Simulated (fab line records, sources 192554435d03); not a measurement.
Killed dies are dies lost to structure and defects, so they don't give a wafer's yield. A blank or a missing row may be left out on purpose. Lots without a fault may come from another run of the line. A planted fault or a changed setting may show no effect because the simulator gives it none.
Problem report in the 8D (eight disciplines) form, filled by code | flow n5_finfet | the parts of the form that need people (team, actions taken, sign-off) are left out

1. THE PROBLEM
killed_on_rim at N5_PASSIVATION_PROBE_49 reads a mean of 89 on 1 wafer of 1 lot; wafers without a fault read 13 with a standard deviation of 4. That is +19 standard deviations from the usual mean.
First seen on wafer L577.4, day 16 16:38, on prober-02. The record holds 29 wafers of 10 lots with a number at this step. Rule for "out", or "out of limits": more than 4 standard deviations from the usual mean. The other wafers with a number count as sound.

2. WHAT IT IS AND WHAT IT IS NOT
question                    | is                                                                   | is not
which readings at this step | killed_on_rim, defect_limited_yield, killed_at_M0_to_M3, killed_dies | killed_at_M4_up, killed_at_contacts, killed_at_front_end, killed_at_other, killed_open, killed_short, sort_bin_4_leakage, sort_bin_5_function, sort_bin_6_memory
which lots                  | L577                                                                 | L565, L566, L567, L570, L572, L574, L575, L576, L583
which wafers of those lots  | L577.4                                                               | L577.1, L577.3
read on which tools         | prober-02                                                            | prober-01
when                        | from day 16 16:38                                                    | up to then (25 sound wafers); but 3 sound wafers of L583 came after

3. SUSPECTS, AND WHAT RULES EACH OUT
Counting: a tool at a process step up to the reading stays a suspect if it ran every lot that is out. Sound lots after the first of them don't rule it out here, since some wafers of a struck lot are sound.
- ald_sin-01 at N5_BEOL_M0_SAQP_ALD_48 (deposits SiO2, target thk 20 nm, pulse time 1 s, co reactant pulse time 1 s): kept. It ran the lot that is out, L577 (day 8 21:06); its last sound lot up to then is L576 (day 8 18:34).
- rie_diel-03 at N5_PASSIVATION_DESCUM_32 (chemistry O2, time 7.9 s): kept. It ran the lot that is out, L577 (day 16 10:10); its last sound lot up to then is L572 (day 14 02:26).
- pecvd-01 at N5_PASSIVATION_PECVD_35 (deposits SiNx from SiH4/NH3/N2, target thk 700 nm, time 151.3 s): kept. It ran the lot that is out, L577 (day 16 11:23); its last sound lot up to then is L575 (day 16 08:26).
- rie_diel-03 at N5_PASSIVATION_DESCUM_46 (chemistry O2, time 7.9 s): kept. It ran the lot that is out, L577 (day 16 12:02); its last sound lot up to then is L567 (day 13 11:47).
- prober-02 at N5_PASSIVATION_PROBE_49: kept. It ran the lot that is out, L577 (day 16 16:29); its last sound lot up to then is L575 (day 16 12:03). Its own readings are out on those wafers: defect_limited_yield, killed_at_M0_to_M3, killed_dies, killed_on_rim.
- Within ald_sin-01 at N5_BEOL_M0_SAQP_ALD_48: the wafers that are out ran in chamber 2; their sound lot-mates ran in chambers 1, 3.
- Within rie_diel-03 at N5_PASSIVATION_DESCUM_32: the wafers that are out ran in chamber 1; their sound lot-mates ran in chambers 2, 3.
- Within pecvd-01 at N5_PASSIVATION_PECVD_35: the wafers that are out ran in chamber 1; their sound lot-mates ran in chambers 0, 2.
- Within rie_diel-03 at N5_PASSIVATION_DESCUM_46: the wafers that are out ran in chamber 1; their sound lot-mates ran in chambers 2, 3.
Left after counting: ald_sin-01 at N5_BEOL_M0_SAQP_ALD_48, rie_diel-03 at N5_PASSIVATION_DESCUM_32, pecvd-01 at N5_PASSIVATION_PECVD_35, rie_diel-03 at N5_PASSIVATION_DESCUM_46, prober-02 at N5_PASSIVATION_PROBE_49.

4. THE CAUSE (what the simulator had put in)
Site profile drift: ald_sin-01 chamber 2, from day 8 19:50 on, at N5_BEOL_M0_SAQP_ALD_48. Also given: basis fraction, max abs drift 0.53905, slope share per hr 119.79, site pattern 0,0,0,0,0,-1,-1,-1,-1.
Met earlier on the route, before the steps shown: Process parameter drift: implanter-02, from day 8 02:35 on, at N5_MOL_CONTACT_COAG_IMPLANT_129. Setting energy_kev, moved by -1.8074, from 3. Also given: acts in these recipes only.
Counting left 5 suspects, and this tool is among them.

5. THE CHAIN OF EFFECTS, in route order
Each row: a reading whose mean over the struck wafers that have a number lies more than 3 standard deviations from the usual. Only readings for which the record gives a usual standard deviation are gone through. hours: the time from each lot's start at the first step in this table that gives one to its start at this step, as a median over the lots. sigmas: the change in usual standard deviations.
hours | step                    | reading              | usual  | on struck wafers | change | sigmas
0     | N5_PASSIVATION_PROBE_49 | defect_limited_yield | 91.0 % | 84.4             | -6.6   | -4.7
0     | N5_PASSIVATION_PROBE_49 | killed_at_M0_to_M3   | 35     | 125              | +90    | +9.0
0     | N5_PASSIVATION_PROBE_49 | killed_dies          | 106    | 184              | +78    | +4.9
0     | N5_PASSIVATION_PROBE_49 | killed_on_rim        | 13     | 89               | +76    | +19
The process steps in it:
- N5_PASSIVATION_PROBE_49

6. WHAT WOULD HAVE CAUGHT IT SOONER
In this record the first reading out of limits was taken at day 16 16:38, 189 hours after the fault began at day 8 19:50.
Of the tool readings at N5_BEOL_M0_SAQP_ALD_48 for which the record gives a usual standard deviation, none was out on any struck wafer, so an alarm limit of 4 standard deviations on them would not have fired.
All the lots that are out (1) had begun N5_BEOL_M0_SAQP_ALD_48 on ald_sin-01 by day 16 16:38. A hold on the tool at that time would have spared none of them.
